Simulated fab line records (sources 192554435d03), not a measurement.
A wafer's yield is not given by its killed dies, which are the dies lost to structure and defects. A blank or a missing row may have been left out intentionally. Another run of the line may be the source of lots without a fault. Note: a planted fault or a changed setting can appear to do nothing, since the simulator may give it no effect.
Comparing a struck lot with a sound one :: flow n5 finfet :: 17 steps out of a route of 1938
Sound: wafers L436.2, L436.3, L436.6. Struck: wafer L452.4. (L452.2 of the same lot was not struck and is left out.) The cause comes at the end.
Each step with rows lists, per side, the tool, then ch with its chambers, then its first start. Under that, the readings that differ: sound wafers :: struck wafers :: difference of the means :: sigmas: that difference in standard deviations of wafers without a fault.
alike: a reading whose means differ by less than 2 such deviations, as well as words and numbers matching on both sides. not compared: withheld readings; readings where some wafer has no value; bounds like >300 that might hide an equal value; numbers whose values overlap and for which the record gives no deviation.
The two part at a step that has a row with sigmas, a row that says differs or no value, or rows on one side only. When numbers do not overlap yet have no deviation, they are printed without sigmas and do not part them. A reading that every wafer of one side lacks parts them only if that side has two wafers or more.

N5_FIN_CUT_OVL_MEAS_09:
  sound on overlay-01 ch 0, day 2 09:47; struck on overlay-02 ch 0, day 6 10:32
  alike: FIN_CUT_OVL
N5_FIN_CUT_INSPECT_10: inspects for defects (brightfield).
  sound: defect inspect-02 at day 2 09:50; struck: defect inspect-02 at day 6 10:35
  alike: raw defect count
then, 1 step without rows for these wafers: N5_FIN_CUT_DESCUM_13 (chemistry O2, time 7 s).
N5_FIN_CUT_ETCH_30: etches underlayer in N2/H2, target depth 13 nm, time 10.4 s.
  sound on rie diel-04 ch 0,2,3, day 2 09:54; struck on rie diel-02 ch 0, day 6 10:39
reading: rf vpp V (V)
sound: 526.3 529.1 525.2
struck: 522.1
difference: -4.8
sigmas: -2
  alike: drypump motor current A, etch rf on time s, oes product au, rf fwd power W, showerhead plenum p Torr, throttle valve pct
  not compared: rf hours counter h
N5_FIN_CUT_ETCH_20: etches SiARC in CF4, target depth 26 nm, time 43.3 s.
  sound on rie diel-04 ch 0,2,3, day 2 09:55; struck on rie diel-02 ch 0, day 6 10:40
  alike: drypump motor current A, etch rf on time s, oes product au, rf fwd power W, rf vpp V, showerhead plenum p Torr, throttle valve pct
  not compared: rf hours counter h
N5_FIN_CUT_ETCH_21: etches SOC in N2/H2, target depth 219 nm, overetch 43.8 nm, time 523.5 s.
  sound on rie diel-04 ch 0,2,3, day 2 09:58; struck on rie diel-02 ch 0, day 6 10:43
  alike: drypump motor current A, oes product au, rf fwd power W, rf vpp V, showerhead plenum p Torr, throttle valve pct
  not compared: rf hours counter h
then, 3 steps without rows for these wafers: N5_FIN_CUT_STRIP_23 (strips in N2/H2); N5_FIN_CUT_STRIP_31 (strips in N2/H2); N5_FIN_CUT_STRIP_24 (strips in CF4).
N5_FIN_CUT_CUT_ETCH_26: etches SiNx in CH3F/O2, target depth 39 nm, time 55.7 s.
  sound on rie diel-04 ch 0,2,3, day 2 10:18; struck on rie diel-02 ch 0, day 6 11:04
  alike: drypump motor current A, oes product au, rf fwd power W, rf vpp V, showerhead plenum p Torr, throttle valve pct
  not compared: rf hours counter h
N5_FIN_CUT_CUT_ETCH_27: etches SiO2 in CHF3/O2, target depth 4 nm, overetch 2 nm, time 4.9 s.
  sound on rie diel-04 ch 0,2,3, day 2 10:21; struck on rie diel-02 ch 0, day 6 11:06
  alike: drypump motor current A, oes product au, rf fwd power W, rf vpp V, showerhead plenum p Torr, throttle valve pct
  not compared: rf hours counter h
then, 1 step without rows for these wafers: N5_FIN_CUT_PRECLEAN_35 (cleans in vHF, time 13.3 s).
N5_FIN_CUT_CUT_ETCH_15: etches Si in HBr/Cl2/O2, target depth 100 nm, bt time 10 s, time 42.4 s.
  sound on rie si-03 ch 0,3, day 2 10:29; struck on rie si-02 ch 1, day 6 11:15
reading: oes product au (a.u.)
sound: 0.988 0.980 0.981
struck: 0.934
difference: -0.049
sigmas: -3

reading: model.FIN_CUT.feature depth nm (nm)
sound: 100.8 99 101.4
struck: 55.4
difference: -45.0
sigmas: 

reading: model.etch.depth nm (nm)
sound: 100.9 98.94 101.5
struck: 55.39
difference: -45.06
sigmas: 

reading: model.SOC_of_FIN_CUT_COAT_18.thk nm (nm)
sound: 170.2 170.6 169.6
struck: 186.8
difference: +16.7
sigmas: 
  alike: drypump motor current A, mfc cl2 sccm, throttle valve pct
  not compared: rf fwd power W, rf hours counter h
N5_FIN_CUT_CUT_ETCH_28: etches Si in HBr/Cl2/O2, target depth 6 nm, time 2.4 s.
  sound on rie si-03 ch 0,3, day 2 10:33; struck on rie si-02 ch 1, day 6 11:18
reading: model.SOC_of_FIN_CUT_COAT_18.thk nm (nm)
sound: 168.4 169 167.8
struck: 185
difference: +17
sigmas: 
  alike: drypump motor current A, mfc cl2 sccm, oes product au, throttle valve pct
  not compared: rf fwd power W, rf hours counter h
then, 1 step without rows for these wafers: N5_FIN_CUT_STRIP_22 (strips in N2/H2).
-- here the record skips 5 days between the struck wafers' starts before and after, leaving off in module FIN_CUT and picking up in module BEOL_M4 (first step shown: number 1111 of the route) --
N5_BEOL_M4_RC_MEAS_101:
  sound on prober-01 ch 0, day 8 05:04; struck on prober-02 ch 0, day 11 21:05
reading: IOFF_P (nA/um)
sound: 0.18 0.21 0.25
struck: 0.29
difference: +0.08
sigmas: +2

reading: ION_N (uA/um)
sound: 655 663 670
struck: 690
difference: +27
sigmas: +2

reading: ION_P (uA/um)
sound: 460 455 467
struck: 478
difference: +17
sigmas: +2
  alike: DIBL_N, DIBL_P, IOFF_N, SS_N, SS_P, VT_N, VT_P
-- the record jumps here: 4 days lie between the struck wafers' starts before and after (it left off in module BEOL_M4 and takes up again in module PASSIVATION, whose first step shown is number 1936 of the route) --
N5_PASSIVATION_PROBE_49:
  sound: prober-01 at day 12 08:11; struck: prober-02 at day 16 07:10
  alike: defect limited yield, killed_at_M0_to_M3, killed_at_M4_up, killed at contacts, killed at front end, killed at other, killed dies, killed on rim, killed open, killed short, sort_bin_5_function, sort_bin_6_memory, sort n pass, sort yield pct

== WHERE THEY PART ==
Earliest at N5_FIN_CUT_ETCH_30; latest, in this record, at N5_BEOL_M4_RC_MEAS_101. Later steps at which nothing parts them and some readings are alike: N5_PASSIVATION_PROBE_49.

WHY: whatever the simulator had introduced
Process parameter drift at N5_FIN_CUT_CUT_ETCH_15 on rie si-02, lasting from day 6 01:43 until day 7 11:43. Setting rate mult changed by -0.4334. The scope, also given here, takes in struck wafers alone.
